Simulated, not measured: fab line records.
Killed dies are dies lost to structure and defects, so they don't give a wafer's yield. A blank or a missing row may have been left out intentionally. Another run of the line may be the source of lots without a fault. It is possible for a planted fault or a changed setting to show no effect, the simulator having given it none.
fab line records | flow n5-finfet
record lots=7 wafers=21
route steps=1938 shown GATE_CUT@490 MOL_CONTACT_COAG@586 BEOL_M0_SAQP@638 BEOL_M0@721 BEOL_M2@881 BEOL_M3@958
start-h: hours from the record's opening day to when the first of the lot's shown wafers began | wait-h: hours since the lot's step before | " same as the row above | L1.1+2: a single row standing in for several wafers | - no value present, or no start provided | * or withheld: withheld | < > ~ a bound
route shown NAME@n: names a module that has steps shown in the file, with the first one's number in the route | usual: average and standard deviation across the fault-free wafers | same: alike in all rows | chamber/n: place in a boat | sites: per-site readings | _std_site: their standard deviation | _edge_site: outer sites' mean less inner sites' | radius-mm: for every site, how far away it sits from the centre of the wafer | mask NAME#n: copy n | behind: the most recent tool/chamber to have shaped the wafer | hold: why the lot was held/for how many hours/how that ended | device: transistor that didn't switch, given as n, p or np | end of line: tests of these same wafers at the route's end | a step with no rows: only its recipe | killed: not the wafer's yield, but the dies lost to structure and defects at the first sort | map: dies across one wafer; x = killed, . = not, _ = none there
set.NAME: the setting as run; set.NAME@STEP: as run at that earlier step | model.NAME: the simulator's own value behind a step, which no gauge read
lots with deliberately changed settings; one table per step, one row per wafer
## steps
# step N5_GATE_CUT_DESCUM_18
# recipe chemistry=O2 time-s=7 source-power-w=50 bias-power-w=20 pressure-mtorr=20 rf-frequency-hz=2.712e+07 temp-c=40 resist=CAR-EUV o2-flow-sccm=225
# columns lot.wafer tool chamber start-h wait-h set.time-s model.CAR-EUV_of_GATE_CUT_COAT_07.thk-nm
L079.3+5 rie-diel-06 3,0 114.75 0.0 5.505 26.8
L079.4 " 0 " " 7 26
L087.2 rie-diel-03 0 163.79 0.2 7 26.2
L087.4 " 0 " " 7 26
L087.5 " 1 " " 7.439 26
L089.2+5+6 rie-diel-06 3,1,0 175.40 0.0 7 26.2
L091.1+6 rie-diel-03 3,1 189.59 0.4 7 26.2
L091.4 " 0 " " 7.512 25.8
L093.2+5 rie-diel-04 1,3 199.95 0.0 5.675 26.8
L093.6 " 2 " " 7 26
L094.3+5 rie-diel-06 0,3 203.18 0.1 7 26.2
L094.4 " 3 " " 7 26
L097.1+3+5 rie-diel-04 2,3,2 223.90 0.0 7 26.2
# step N5_GATE_CUT_ETCH_28
# recipe chemistry=N2/H2 target=underlayer target-depth-a=130 mask-material=CAR-EUV time-s=10.4 ion-energy-ev=200 pressure-mtorr=30 source-w=840 bias-w=150 n2-flow-sccm=200 h2-flow-sccm=200 ends=cleared
# columns lot.wafer tool chamber start-h wait-h set.time-s@GATE_CUT_DESCUM_18 model.CAR-EUV_of_GATE_CUT_COAT_07.thk-nm
L079.3+5 rie-diel-06 3,0 114.79 0.0 5.505 15.4
L079.4 " 0 " " 7 14.8
L087.2 rie-diel-03 0 163.83 0.0 7 14.8
L087.4 " 0 " " 7 14.6
L087.5 " 1 " " 7.439 14.6
L089.2+5 rie-diel-06 3,1 175.43 0.0 7 14.8
L089.6 " 0 " " 7 15
L091.1+6 rie-diel-03 3,1 189.62 0.0 7 14.6
L091.4 " 0 " " 7.512 14.4
L093.2+5 rie-diel-04 1,3 199.98 0.0 5.675 15.2
L093.6 " 2 " " 7 14.4
L094.3 rie-diel-06 0 203.22 0.0 7 14.8
L094.4+5 " 3 " " 7 14.6
L097.1+3+5 rie-diel-04 2,3,2 223.93 0.0 7 14.6
# step N5_GATE_CUT_ETCH_36
# recipe chemistry=CF4 target=SiARC target-depth-a=130 mask-material=CAR-EUV time-s=21.7 ion-energy-ev=80 pressure-mtorr=40 source-w=545 bias-w=36 Ar_flow_sccm=100 cf4-flow-sccm=100 ends=cleared
# columns lot.wafer tool chamber start-h wait-h set.time-s@GATE_CUT_DESCUM_18 model.CAR-EUV_of_GATE_CUT_COAT_07.thk-nm
L079.3+5 rie-diel-06 3,0 114.81 0.0 5.505 7.8
L079.4 " 0 " " 7 7
L087.2 rie-diel-03 0 163.85 0.0 7 7.2
L087.4 " 0 " " 7 7
L087.5 " 1 " " 7.439 6.8
L089.2+6 rie-diel-06 3,0 175.45 0.0 7 7.2
L089.5 " 1 " " 7 7
L091.1 rie-diel-03 3 189.64 0.0 7 7
L091.4 " 0 " " 7.512 6.8
L091.6 " 1 " " 7 6.8
L093.2+5 rie-diel-04 1,3 200.00 0.0 5.675 7.4
L093.6 " 2 " " 7 6.8
L094.3 rie-diel-06 0 203.24 0.0 7 7.2
L094.4 " 3 " " 7 6.8
L094.5 " 3 " " 7 7
L097.1+5 rie-diel-04 2 223.95 0.0 7 7
L097.3 " 3 " " 7 6.8
# step N5_MOL_CONTACT_COAG_VIA_ETCH_46
# recipe chemistry=C4F6/O2 target-depth-a=460 overetch-a=92 mask-material=SOC target=SiO2 bias-w=455 pressure-mtorr=10 time-s=40 source-w=325 Ar_flow_sccm=300 C4F6_flow_sccm=10 O2_flow_sccm=10 ion-energy-ev=575.3 ends=end-point
# usual rf-vpp-V=1593/24
# columns lot.wafer tool chamber start-h wait-h set.bias-w rf-vpp-V
L079.3 rie-diel-05 3 131.68 0.0 400.3 1397
L079.4 " 1 " " 455 1610
L079.5 " 2 " " 400.3 1428
L087.2 rie-diel-02 1 177.14 0.0 455 1609
L087.4 " 2 " " 398.8 1452
L087.5 " 3 " " 398.8 1420
L089.2 rie-diel-02 2 193.44 0.0 455 1604
L089.5 " 2 " " 531.8 1799
L089.6 " 0 " " 455 1613
L091.1 rie-diel-05 3 205.31 0.0 528.7 1719
L091.4 " 2 " " 455 1572
L091.6 " 1 " " 455 1609
L093.2 rie-diel-02 1 213.57 0.0 375.3 1391
L093.5 " 3 " " 375.3 1354
L093.6 " 2 " " 375.3 1387
L094.3 rie-diel-01 1 218.82 0.0 455 1613
L094.4 " 2 " " 455 1568
L094.5 " 0 " " 455 1617
L097.1 rie-diel-05 0 239.51 0.0 455 1625
L097.3 " 1 " " 455 1608
L097.5 " 1 " " 455 1607
# step N5_BEOL_M0_SAQP_PECVD_04
# recipe material=a-Si target-thk-a=600 temp-c=350 precursor=SiH4/He pressure-torr=3 rf-w=100 time-s=60.2
# columns lot.wafer tool chamber start-h wait-h set.time-s model.a-Si_of_BEOL_M0_SAQP_PECVD_04.thk-nm
L079.3 pecvd-04 1 138.75 0.0 60.2 58.6
L079.4 " 0 " " 65.23 64.6
L079.5 " 2 " " 65.23 65
L087.2 pecvd-03 1 185.54 0.0 60.2 61.2
L087.4 " 2 " " 60.2 60.2
L087.5 " 0 " " 64.22 64.6
L089.2 pecvd-01 1 200.19 0.0 60.2 59.8
L089.5 " 2 " " 54.13 54.6
L089.6 " 1 " " 60.2 60.8
L091.1 pecvd-04 0 212.24 0.0 60.2 59.6
L091.4 " 0 " " 66.97 67.4
L091.6 " 1 " " 60.2 60.8
L093.2 pecvd-04 0 221.29 0.0 60.2 58.8
L093.5 " 0 " " 52.47 52.4
L093.6 " 1 " " 52.47 52
L094.3 pecvd-04 2 225.22 0.0 60.2 59.2
L094.4 " 2 " " 60.2 60.2
L094.5 " 1 " " 60.2 60
L097.1 pecvd-03 2 249.92 0.0 60.2 59.2
L097.3 " 0 " " 60.2 59.6
L097.5 " 1 " " 54.34 56.2
# step N5_BEOL_M0_SAQP_THK_MEAS_05
# usual thk-nm=59.8/0.79
# columns lot.wafer tool chamber start-h wait-h set.time-s@BEOL_M0_SAQP_PECVD_04 thk-nm
L079.3 film-metro-02 - 138.85 0.1 60.2 58.5
L079.4 " - " " 65.23 64.7
L079.5 " - " " 65.23 65.0
L087.2 film-metro-01 - 185.64 0.1 60.2 61.2
L087.4 " - " " 60.2 60.3
L087.5 " - " " 64.22 64.7
L089.2 film-metro-01 - 200.29 0.1 60.2 59.9
L089.5 " - " " 54.13 54.6
L089.6 " - " " 60.2 60.8
L091.1 film-metro-02 - 212.34 0.1 60.2 59.5
L091.4 " - " " 66.97 67.5
L091.6 " - " " 60.2 60.7
L093.2 film-metro-01 - 221.39 0.1 60.2 58.8
L093.5 " - " " 52.47 52.4
L093.6 " - " " 52.47 52.0
L094.3 film-metro-01 - 225.31 0.1 60.2 59.1
L094.4 " - " " 60.2 60.3
L094.5 " - " " 60.2 60.0
L097.1 film-metro-02 - 250.01 0.1 60.2 59.2
L097.3 " - " " 60.2 59.6
L097.5 " - " " 54.34 56.2
# step N5_BEOL_M0_SAQP_COAT_34
# recipe resist=CAR-EUV spin-rpm=1500 resist-thk-nm=30
# columns lot.wafer tool chamber start-h wait-h set.spin-rpm model.CAR-EUV_of_BEOL_M0_SAQP_COAT_34.thk-nm
L079.3 litho-track-04 0 - - 1500 30
L079.4 " 0 " " 1592 29
L079.5 " 0 " " 1592 29.2
L087.2 litho-track-05 0 - - 1500 30
L087.4 " 0 " " 1391 31
L087.5 " 0 " " 1500 29.8
L089.2 litho-track-05 0 - - 1574 29.2
L089.5 " 0 " " 1500 30
L089.6 " 0 " " 1500 29.8
L091.1+6 litho-track-05 0 - - 1602 29
L091.4 " 0 " " 1500 30
L093.2+5 litho-track-03 0 - - 1500 30
L093.6 " 0 " " 1609 29
L094.3+4+5 litho-track-05 0 - - 1500 30
L097.1 litho-track-04 0 - - 1500 30.2
L097.3+5 " 0 " " 1500 30
# step N5_BEOL_M0_SAQP_EBR_36
# recipe solvent=PGMEA ebr-width-mm=1.5
# step N5_BEOL_M0_SAQP_SOFTBAKE_35
# recipe temp-c=110 time-s=60 resist=CAR-EUV
# step N5_BEOL_M0_SAQP_EXPOSE_37
# recipe mask-id=M0_CUT1 na=0.33 source-shape=annular sigma-inner=0.35 sigma-outer=0.8 polarization=unpolarized target-cd-nm=30 dose-mj=44.75
# step N5_BEOL_M0_SAQP_PEB_38
# recipe peb-temp-c=100 peb-time-s=60 resist=CAR-EUV
# step N5_BEOL_M0_SAQP_DEVELOP_39
# recipe develop-time-s=30 developer=TMAH resist=CAR-EUV rinse-liquid=surfactant-rinse dry=air-spin dev-temp-c=23
# columns lot.wafer tool chamber start-h wait-h set.spin-rpm@BEOL_M0_SAQP_COAT_34 model.CAR-EUV_of_BEOL_M0_SAQP_COAT_34.thk-nm
L079.3 litho-track-05 0 - - 1500 29.6
L079.4+5 " 0 " " 1592 28.6
L087.2+5 litho-track-04 0 - - 1500 29.4
L087.4 " 0 " " 1391 30.6
L089.2 litho-track-04 0 - - 1574 28.6
L089.5+6 " 0 " " 1500 29.4
L091.1+6 litho-track-03 0 - - 1602 28.6
L091.4 " 0 " " 1500 29.6
L093.2+5 litho-track-03 0 - - 1500 29.6
L093.6 " 0 " " 1609 28.6
L094.3+4 litho-track-03 0 - - 1500 29.6
L094.5 " 0 " " 1500 29.4
L097.1+3+5 litho-track-04 0 - - 1500 29.6
# step N5_BEOL_M0_SAQP_DESCUM_45
# recipe chemistry=O2 time-s=7 source-power-w=50 bias-power-w=20 pressure-mtorr=20 rf-frequency-hz=2.712e+07 temp-c=40 resist=CAR-EUV o2-flow-sccm=225
# columns lot.wafer tool chamber start-h wait-h set.spin-rpm@BEOL_M0_SAQP_COAT_34 model.CAR-EUV_of_BEOL_M0_SAQP_COAT_34.thk-nm
L079.3 rie-diel-06 1 143.78 0.0 1500 26
L079.4 " 0 " " 1592 25
L079.5 " 3 " " 1592 25.2
L087.2+5 rie-diel-06 1 193.40 0.1 1500 26
L087.4 " 3 " " 1391 27.2
L089.2 rie-diel-04 1 209.14 0.0 1574 25.2
L089.5+6 " 1,0 " " 1500 26
L091.1+6 rie-diel-04 0,1 217.48 0.0 1602 25
L091.4 " 1 " " 1500 26
L093.2+5 rie-diel-06 3 225.87 0.0 1500 26.2
L093.6 " 0 " " 1609 25
L094.3+4+5 rie-diel-03 3,1,3 229.95 0.2 1500 26
L097.1 rie-diel-06 0 256.46 0.0 1500 26.2
L097.3+5 " 2 " " 1500 26
# step N5_BEOL_M0_TRENCH_ETCH_107
# recipe chemistry=C4F6/O2 target-depth-a=328 target=SiOC time-s=16.4 ion-energy-ev=250 pressure-mtorr=30 source-w=355 bias-w=185 Ar_flow_sccm=300 C4F6_flow_sccm=10 O2_flow_sccm=10
# columns lot.wafer tool chamber start-h wait-h set.target-depth-a model.BEOL_M0.feature-depth-nm
L079.3 rie-diel-05 1 155.95 0.0 328 32.4
L079.4 " 0 " " 328 32.8
L079.5 " 3 " " 328 33.8
L087.2 rie-diel-01 1 199.59 0.0 358.9 37
L087.4 " 3 " " 358.9 36.6
L087.5 " 2 " " 328 32.6
L089.2 rie-diel-01 2 211.43 0.0 328 32.4
L089.5 " 3 " " 328 33.2
L089.6 " 0 " " 328 32
L091.1 rie-diel-02 3 220.66 0.0 344.4 35.2
L091.4 " 2 " " 328 33.6
L091.6 " 2 " " 328 33.2
L093.2 rie-diel-01 1 229.08 0.0 307.9 31.6
L093.5 " 2 " " 307.9 30.2
L093.6 " 1 " " 307.9 31.4
L094.3 rie-diel-02 3 233.69 0.0 328 33.6
L094.4 " 1 " " 328 32.8
L094.5 " 0 " " 328 33
L097.1 rie-diel-05 1 260.18 0.0 328 33
L097.3 " 3 " " 328 33.6
L097.5 " 3 " " 328 33.8
# step N5_BEOL_M0_STRIP_142
# recipe chemistry=N2/H2 time-s=10 power-w=450 temp-c=40 pressure-mtorr=20 rf-frequency-hz=6e+07 bias-power-w=7 n2-flow-sccm=200 h2-flow-sccm=200
# step N5_BEOL_M0_OCD_MEAS_108
# usual trench-depth-nm=33.0/0.67
# columns lot.wafer tool chamber start-h wait-h set.target-depth-a@BEOL_M0_TRENCH_ETCH_107 trench-depth-nm
L079.3 ocd-02 - 156.06 0.1 328 32.6
L079.4 " - " " 328 32.7
L079.5 " - " " 328 33.1
L087.2 ocd-02 - 199.70 0.1 358.9 37.1
L087.4 " - " " 358.9 36.7
L087.5 " - " " 328 32.8
L089.2 ocd-02 - 211.53 0.1 328 32.5
L089.5 " - " " 328 33.2
L089.6 " - " " 328 31.9
L091.1 ocd-02 - 220.77 0.1 344.4 35.2
L091.4 " - " " 328 33.3
L091.6 " - " " 328 33.0
L093.2 ocd-02 - 229.18 0.1 307.9 32.3
L093.5 " - " " 307.9 30.2
L093.6 " - " " 307.9 31.7
L094.3 ocd-01 - 233.79 0.1 328 33.7
L094.4 " - " " 328 32.8
L094.5 " - " " 328 32.9
L097.1 ocd-01 - 260.28 0.1 328 32.9
L097.3 " - " " 328 33.9
L097.5 " - " " 328 34.3
# step N5_BEOL_M0_ETCH_109
# recipe chemistry=CH3F/O2 target-depth-a=80 overetch-a=24 target=SiCN time-s=27.4 ion-energy-ev=120 pressure-mtorr=30 source-w=395 bias-w=75 Ar_flow_sccm=150 CH3F_flow_sccm=30 O2_flow_sccm=20
# usual rf-vpp-V=297.7/1.7
# columns lot.wafer tool chamber start-h wait-h set.bias-w rf-vpp-V
L079.3 rie-diel-05 2 156.16 0.0 75 300.1
L079.4 " 0 " " 62.06 263.6
L079.5 " 2 " " 75 299.5
L087.2 rie-diel-01 0 199.81 0.0 75 296.1
L087.4 " 3 " " 75 296.0
L087.5 " 0 " " 88.11 328.6
L089.2 rie-diel-05 2 211.64 0.0 75 297.5
L089.5 " 3 " " 75 295.6
L089.6 " 2 " " 75 298.0
L091.1 rie-diel-05 1 221.12 0.3 75 297.4
L091.4 " 1 " " 75 296.7
L091.6 " 3 " " 62.91 264.5
L093.2 rie-diel-02 1 229.34 0.0 75 299.8
L093.5 " 3 " " 69.93 284.1
L093.6 " 0 " " 69.93 285.8
L094.3 rie-diel-02 2 233.91 0.0 75 298.0
L094.4 " 3 " " 75 299.8
L094.5 " 0 " " 75 298.2
L097.1 rie-diel-02 1 260.40 0.0 75 299.4
L097.3 " 0 " " 75 299.7
L097.5 " 3 " " 75 299.7
# step N5_BEOL_M2_ETCH_69
# recipe chemistry=CF4 target=SiARC target-depth-a=156 mask-material=CAR-EUV time-s=26 ion-energy-ev=80 pressure-mtorr=40 source-w=545 bias-w=36 Ar_flow_sccm=100 cf4-flow-sccm=100 ends=cleared
# usual rf-vpp-V=184.4/1.3
# columns lot.wafer tool chamber start-h wait-h set.bias-w rf-vpp-V
L079.3 rie-diel-01 3 176.64 0.0 36 182.9
L079.4 " 2 " " 32.09 169.4
L079.5 " 2 " " 32.09 170.5
L087.2 rie-diel-05 3 222.95 0.0 30 163.5
L087.4 " 2 " " 36 184.3
L087.5 " 1 " " 30 163.0
L089.2 rie-diel-01 2 229.48 0.0 36 182.0
L089.5 " 2 " " 36 183.1
L089.6 " 1 " " 36 184.3
L091.1 rie-diel-02 0 241.44 0.0 36 183.9
L091.4 " 2 " " 36 185.0
L091.6 " 3 " " 40.01 198.2
L093.2 rie-diel-02 3 246.16 0.0 38.55 193.1
L093.5 " 3 " " 38.55 193.0
L093.6 " 0 " " 36 184.4
L094.3 rie-diel-02 3 267.86 0.0 36 185.8
L094.4 " 0 " " 36 185.1
L094.5 " 3 " " 36 186.9
L097.1 rie-diel-02 0 278.60 0.0 33.26 175.1
L097.3 " 1 " " 33.26 177.0
L097.5 " 2 " " 36 185.0
# step N5_BEOL_M2_TRENCH_ETCH_37
# recipe chemistry=C4F6/O2 target-depth-a=555.55 target=SiOC time-s=29.2 ion-energy-ev=250 pressure-mtorr=30 source-w=355 bias-w=185 Ar_flow_sccm=300 C4F6_flow_sccm=10 O2_flow_sccm=10
# columns lot.wafer tool chamber start-h wait-h set.time-s model.BEOL_M2.feature-depth-nm model.etch.depth-nm
L079.3 rie-diel-05 0 - - 33.7 64.6 64.6
L079.4 " 2 " " 33.7 62.6 62.6
L079.5 " 0 " " 29.2 55.6 55.51
L087.2 rie-diel-05 0 - - 29.2 56.6 56.64
L087.4 " 2 " " 24.91 46.2 46.12
L087.5 " 0 " " 29.2 56.4 56.36
L089.2 rie-diel-02 1 - - 22.76 43 43.09
L089.5 " 0 " " 29.2 55.6 55.68
L089.6 " 1 " " 29.2 56.2 56.21
L091.1 rie-diel-05 0 - - 31.23 60.4 60.49
L091.4 " 1 " " 29.2 54.6 54.66
L091.6 " 0 " " 29.2 56.6 56.6
L093.2 rie-diel-05 3 - - 29.2 56.6 56.58
L093.5 " 1 " " 33.19 63 62.91
L093.6 " 0 " " 33.19 65 64.95
L094.3 rie-diel-01 0 - - 29.2 54.6 54.57
L094.4 " 3 " " 29.2 56.8 56.8
L094.5 " 2 " " 29.2 55.8 55.8
L097.1 rie-diel-02 0 - - 29.2 55.2 55.26
L097.3 " 2 " " 29.2 55.6 55.66
L097.5 " 2 " " 29.2 55.4 55.49
# step N5_BEOL_M2_ETCH_41
# recipe chemistry=CH3F/O2 target=SiCN target-depth-a=299 taper-deg=2 time-s=52.5 ion-energy-ev=120 mask-material=TiN pressure-mtorr=30 source-w=395 bias-w=75 Ar_flow_sccm=150 CH3F_flow_sccm=30 O2_flow_sccm=20
# step N5_BEOL_M2_STRIP_97
# recipe chemistry=N2/H2 time-s=10 power-w=450 temp-c=40 pressure-mtorr=20 rf-frequency-hz=6e+07 bias-power-w=7 n2-flow-sccm=200 h2-flow-sccm=200
# step N5_BEOL_M2_OCD_MEAS_38
# usual trench-depth-nm=55.6/1
# columns lot.wafer tool chamber start-h wait-h set.time-s@BEOL_M2_TRENCH_ETCH_37 trench-depth-nm
L079.3 ocd-02 - 178.56 - 33.7 64.0
L079.4 " - " " 33.7 62.1
L079.5 " - " " 29.2 55.4
L087.2 ocd-02 - 230.20 - 29.2 56.1
L087.4 " - " " 24.91 46.2
L087.5 " - " " 29.2 56.3
L089.2 ocd-02 - 234.44 - 22.76 42.7
L089.5 " - " " 29.2 55.4
L089.6 " - " " 29.2 56.0
L091.1 ocd-01 - 245.16 - 31.23 60.1
L091.4 " - " " 29.2 54.8
L091.6 " - " " 29.2 57.2
L093.2 ocd-01 - 252.87 - 29.2 56.4
L093.5 " - " " 33.19 63.2
L093.6 " - " " 33.19 64.8
L094.3 ocd-01 - 268.47 - 29.2 55.1
L094.4 " - " " 29.2 57.0
L094.5 " - " " 29.2 56.5
L097.1 ocd-02 - 280.30 - 29.2 54.8
L097.3 " - " " 29.2 55.7
L097.5 " - " " 29.2 55.6
# step N5_BEOL_M3_COAT_68
# recipe resist=SiARC temp-c=220 time-s=60 spin-rpm=1500 resist-thk-nm=12
# columns lot.wafer tool chamber start-h wait-h set.spin-rpm model.SiARC_of_BEOL_M3_COAT_68.thk-nm
L079.3+4 litho-track-02 0 - - 1430 12.2
L079.5 " 0 " " 1500 12
L087.2+4 litho-track-02 0 - - 1339 12.6
L087.5 " 0 " " 1339 12.8
L089.2+5 litho-track-03 0 - - 1365 12.6
L089.6 " 0 " " 1500 12
L091.1+4+6 litho-track-03 0 - - 1500 12
L093.2+6 litho-track-02 0 - - 1615 11.6
L093.5 " 0 " " 1500 12
L094.3+4+5 litho-track-02 0 - - 1500 12
L097.1 litho-track-02 0 - - 1622 11.6
L097.3+5 " 0 " " 1500 12
# step N5_BEOL_M3_COAT_76
# recipe resist=underlayer temp-c=205 time-s=60 spin-rpm=1500 resist-thk-nm=5
# step N5_BEOL_M3_COAT_22
# recipe resist=CAR-EUV spin-rpm=1500 resist-thk-nm=30
# step N5_BEOL_M3_DESCUM_33
# recipe chemistry=O2 time-s=7 source-power-w=50 bias-power-w=20 pressure-mtorr=20 rf-frequency-hz=2.712e+07 temp-c=40 resist=CAR-EUV o2-flow-sccm=225
# step N5_BEOL_M3_ETCH_77
# recipe chemistry=N2/H2 target=underlayer target-depth-a=65 mask-material=CAR-EUV time-s=5.2 ion-energy-ev=200 pressure-mtorr=30 source-w=840 bias-w=150 n2-flow-sccm=200 h2-flow-sccm=200 ends=cleared
# step N5_BEOL_M3_ETCH_69
# recipe chemistry=CF4 target=SiARC target-depth-a=156 mask-material=CAR-EUV time-s=26 ion-energy-ev=80 pressure-mtorr=40 source-w=545 bias-w=36 Ar_flow_sccm=100 cf4-flow-sccm=100 ends=cleared
# columns lot.wafer tool chamber start-h wait-h set.spin-rpm@BEOL_M3_COAT_68 model.etch.depth-nm
L079.3 rie-diel-06 2 186.72 0.0 1430 12.26
L079.4 " 1 " " 1430 12.24
L079.5 " 2 " " 1500 12.01
L087.2 rie-diel-04 0 236.26 0.0 1339 12.66
L087.4 " 0 " " 1339 12.64
L087.5 " 3 " " 1339 12.7
L089.2+5 rie-diel-03 2 241.48 0.0 1365 12.58
L089.6 " 3 " " 1500 12.05
L091.1 rie-diel-04 3 253.77 0.0 1500 12.03
L091.4 " 0 " " 1500 11.98
L091.6 " 3 " " 1500 11.99
L093.2 rie-diel-04 3 259.02 0.0 1615 11.58
L093.5 " 1 " " 1500 11.99
L093.6 " 2 " " 1615 11.56
L094.3+4+5 rie-diel-03 3,1,1 276.21 0.0 1500 12.01
L097.1 rie-diel-06 0 286.51 0.0 1622 11.54
L097.3 " 2 " " 1500 12.03
L097.5 " 3 " " 1500 12.01
## key
split step=N5_GATE_CUT_DESCUM_18 setting=time-s stated=7 by=wafer
response step=N5_GATE_CUT_DESCUM_18 reading=model.CAR-EUV_of_GATE_CUT_COAT_07.thk-nm change=-0.0394 per=1% r=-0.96
response step=N5_GATE_CUT_ETCH_28 reading=model.CAR-EUV_of_GATE_CUT_COAT_07.thk-nm change=-0.0331 per=1% r=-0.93
response step=N5_GATE_CUT_ETCH_36 reading=model.CAR-EUV_of_GATE_CUT_COAT_07.thk-nm change=-0.0342 per=1% r=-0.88
split step=N5_MOL_CONTACT_COAG_VIA_ETCH_46 setting=bias-w stated=455 by=wafer
response step=N5_MOL_CONTACT_COAG_VIA_ETCH_46 reading=rf-vpp-V change=+11.6 per=1% r=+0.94
split step=N5_BEOL_M0_SAQP_PECVD_04 setting=time-s stated=60.2 by=wafer
response step=N5_BEOL_M0_SAQP_PECVD_04 reading=model.a-Si_of_BEOL_M0_SAQP_PECVD_04.thk-nm change=+0.552 per=1% r=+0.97
response step=N5_BEOL_M0_SAQP_THK_MEAS_05 reading=thk-nm change=* per=1% r=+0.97
split step=N5_BEOL_M0_SAQP_COAT_34 setting=spin-rpm stated=1500 by=wafer
response step=N5_BEOL_M0_SAQP_COAT_34 reading=model.CAR-EUV_of_BEOL_M0_SAQP_COAT_34.thk-nm change=-0.145 per=1% r=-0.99
response step=N5_BEOL_M0_SAQP_DEVELOP_39 reading=model.CAR-EUV_of_BEOL_M0_SAQP_COAT_34.thk-nm change=-0.154 per=1% r=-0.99
response step=N5_BEOL_M0_SAQP_DESCUM_45 reading=model.CAR-EUV_of_BEOL_M0_SAQP_COAT_34.thk-nm change=-0.158 per=1% r=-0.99
split step=N5_BEOL_M0_TRENCH_ETCH_107 setting=target-depth-a stated=328 by=wafer
response step=N5_BEOL_M0_TRENCH_ETCH_107 reading=model.BEOL_M0.feature-depth-nm change=+0.427 per=1% r=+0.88
response step=N5_BEOL_M0_OCD_MEAS_108 reading=trench-depth-nm change=+0.426 per=1% r=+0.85
split step=N5_BEOL_M0_ETCH_109 setting=bias-w stated=75 by=wafer
response step=N5_BEOL_M0_ETCH_109 reading=rf-vpp-V change=+2 per=1% r=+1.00
split step=N5_BEOL_M2_ETCH_69 setting=bias-w stated=36 by=wafer
response step=N5_BEOL_M2_ETCH_69 reading=rf-vpp-V change=+1.23 per=1% r=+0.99
split step=N5_BEOL_M2_TRENCH_ETCH_37 setting=time-s stated=29.2 by=wafer
response step=N5_BEOL_M2_TRENCH_ETCH_37 reading=model.BEOL_M2.feature-depth-nm change=+0.59 per=1% r=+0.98
response step=N5_BEOL_M2_TRENCH_ETCH_37 reading=model.etch.depth-nm change=+0.592 per=1% r=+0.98
response step=N5_BEOL_M2_OCD_MEAS_38 reading=trench-depth-nm change=+0.582 per=1% r=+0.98
split step=N5_BEOL_M3_COAT_68 setting=spin-rpm stated=1500 by=wafer
response step=N5_BEOL_M3_COAT_68 reading=model.SiARC_of_BEOL_M3_COAT_68.thk-nm change=-0.0556 per=1% r=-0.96
response step=N5_BEOL_M3_ETCH_69 reading=model.etch.depth-nm change=-0.0572 per=1% r=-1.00
